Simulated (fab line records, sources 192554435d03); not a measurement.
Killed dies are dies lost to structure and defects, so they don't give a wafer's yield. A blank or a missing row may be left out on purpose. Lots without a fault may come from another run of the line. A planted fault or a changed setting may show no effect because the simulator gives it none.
Chamber matching | flow n5_finfet | N5_BEOL_M8_ETCH_65 on rie_diel-02: 4 sister chambers
The step etches SiARC in CF4, target depth 15.6 nm, time 26 s. 16 wafers are shown with their chamber, then 8 later ones without.

WAFERS WITH THEIR CHAMBER
wafer  | chamber | showerhead_plenum_p_Torr (Torr) | throttle_valve_pct (%) | oes_product_au (a.u.)
L078.1 | 2       | 2.20                            | 15.86                  | 0.60
L078.2 | 0       | 2.04                            | 15.68                  | 0.58
L078.3 | 3       | 2.19                            | 15.59                  | 0.74
L078.4 | 1       | 2.19                            | 15.36                  | 0.72
L078.5 | 2       | 2.20                            | 15.85                  | 0.60
L078.6 | 3       | 2.19                            | 15.57                  | 0.74
L080.1 | 1       | 2.18                            | 15.35                  | 0.72
L080.2 | 0       | 2.04                            | 15.70                  | 0.60
L080.3 | 3       | 2.18                            | 15.57                  | 0.74
L080.4 | 2       | 2.20                            | 15.85                  | 0.61
L080.5 | 1       | 2.18                            | 15.37                  | 0.72
L080.6 | 0       | 2.04                            | 15.69                  | 0.60
L083.1 | 2       | 2.20                            | 15.88                  | 0.60
L083.2 | 3       | 2.18                            | 15.58                  | 0.73
L083.5 | 1       | 2.18                            | 15.38                  | 0.70
L090.2 | 3       | 2.18                            | 15.62                  | 0.72

SIGNATURES (means of the wafers above)
reading                  | chamber 0 | chamber 1 | chamber 2 | chamber 3 | scatter within a chamber
showerhead_plenum_p_Torr | 2.0400    | 2.1825    | 2.2000    | 2.1840    | 0.00403
throttle_valve_pct       | 15.6900   | 15.3650   | 15.8600   | 15.5860   | 0.0159
oes_product_au           | 0.5933    | 0.7150    | 0.6025    | 0.7340    | 0.00895
Rule: a wafer's distance from a chamber is the root of the sum, over the readings, of the square of ((its reading less the chamber's mean) divided by the reading's scatter). The wafer belongs to the nearest chamber; if the next one is less than 2 further off, it can't be placed. The scatter: the root of (the sum of the squares of (reading less its chamber's mean) over the shown wafers, divided by (wafers less chambers)).

WAFERS WITHOUT THEIR CHAMBER
wafer  | showerhead_plenum_p_Torr (Torr) | throttle_valve_pct (%) | oes_product_au (a.u.)
L090.3 | 2.18                            | 15.41                  | 0.69
L090.4 | 2.03                            | 15.74                  | 0.58
L092.2 | 2.18                            | 15.40                  | 0.68
L092.5 | 2.03                            | 15.76                  | 0.58
L092.6 | 2.17                            | 15.41                  | 0.69
L095.2 | 2.02                            | 15.78                  | 0.57
L095.4 | 2.17                            | 15.45                  | 0.68
L095.5 | 2.17                            | 15.64                  | 0.71

WHICH CHAMBER EACH WENT THROUGH
wafer  | from the rows above | in truth
L090.3 | 1                   | 1
L090.4 | 0                   | 0
L092.2 | 1                   | 1
L092.5 | 0                   | 0
L092.6 | 1                   | 1
L095.2 | 0                   | 0
L095.4 | 1                   | 1
L095.5 | 3                   | 3
Placed correctly: 8 of 8. Can't be placed from these rows: 0. Placed wrongly: 0.
